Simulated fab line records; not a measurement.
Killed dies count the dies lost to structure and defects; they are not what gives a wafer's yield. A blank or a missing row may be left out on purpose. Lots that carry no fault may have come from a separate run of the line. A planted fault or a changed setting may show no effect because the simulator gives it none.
8D (eight disciplines) problem report, filled in by code + flow nand harc + the parts of the form that need people (team, actions taken, sign-off) are left out

## 1. WHAT IS WRONG
Wafers without a fault read 79.6 nm, standard deviation 0.77; cd nm at NHARC_A_M0_CD_MEAS_09 reads a mean of 85.0 nm on 6 wafers belonging to 2 lots. Relative to the usual mean, that is a shift of +7.1 standard deviations.
The step: target cd 80 nm.
The first sign was on wafer L314.1 at day 20 07:47, on cd sem-01. Wafers with a number at this step in the record: 33, from 11 lots. The rule behind "out" and "out of limits": a value lying over 4 standard deviations away from the usual mean. Any other wafer with a number is counted as sound.

## 2. WHAT IT IS, WHAT IT ISN'T
| question                    | is                     | is not                                                                                 |
|-----------------------------|------------------------|----------------------------------------------------------------------------------------|
| which readings at this step | cd nm                  | -                                                                                      |
| which lots                  | L314, L316             | L303, L305, L306, L308, L309, L322, L323, L324, L325                                   |
| which wafers of those lots  | all that have a number | -                                                                                      |
| read on which gauges        | cd sem-01, cd sem-02   | cd sem-03                                                                              |
| when                        | from day 20 07:47      | up to then (15 sound wafers); but 12 sound wafers of L322, L323, L324, L325 came after |

## 3. THE SUSPECTS, EACH WITH WHAT RULES IT OUT
Counting: a tool stays on the suspect list if, at a process step up to the reading, it processed all lots that are out and no sound lot following the first of them.
- the gauge at NHARC_A_M0_CD_MEAS_09 is ruled out. 2 gauges (cd sem-01, cd sem-02) read the wafers that are out.
- rie diel-02 at NHARC_A_BLC_STRIP_29 (strips in CF4): ruled out as a lasting fault. After its first lot that is out, L314 (day 20 03:23), sound lots L324 ran on it.
- litho track-06 at NHARC_A_M0_PEB_07 (peb time 65 s): kept. It processed each lot that is out, first L314 at day 20 07:42, and no sound lot thereafter; up to then, the last sound lot it processed was L309 at day 18 22:39.
After counting, what remains is litho track-06 at NHARC_A_M0_PEB_07.

## 4. THE CAUSE (what the simulator had put in)
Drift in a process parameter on litho track-06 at NHARC_A_M0_PEB_07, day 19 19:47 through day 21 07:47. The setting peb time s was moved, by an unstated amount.
After counting, this tool was the only one left.

## 5. THE EFFECT CHAIN, in route order
Each row: a reading whose mean over the struck wafers that have a number lies more than 3 standard deviations from the usual. Only readings for which the record gives a usual standard deviation are gone through. hours: the time from each lot's start at the first step in this table that gives one to its start at this step, as a median over the lots. sigmas: the change in usual standard deviations.
| hours | step                  | reading | usual   | on struck wafers | change | sigmas |
|-------|-----------------------|---------|---------|------------------|--------|--------|
| 0     | NHARC_A_M0_CD_MEAS_09 | cd nm   | 79.6 nm | 85.0             | +5.5   | +7.1   |
| 1     | NHARC_A_M0_CD_MEAS_16 | cd nm   | 79.6 nm | 85.6             | +6.0   | +6.4   |
Later steps that measure or inspect, where all struck wafers having a row at the step show a number for every such reading and not one has moved that far: NHARC_A_M0_OVL_MEAS_10, NHARC_END_SORT_01.

## 6. WHAT WOULD HAVE CAUGHT IT SOONER
The first out-of-limits reading at a measuring or inspecting step in this record came at day 20 07:47, 12 hours after the fault's start at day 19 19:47.
Of the tool readings at NHARC_A_M0_PEB_07 for which the record gives a usual standard deviation, none was out on any struck wafer, so an alarm limit of 4 standard deviations on them would not have fired.
Of the lots that are out (2), L316 began NHARC_A_M0_PEB_07 on litho track-06 after day 20 07:47. A tool hold placed at that time would have kept it from harm.
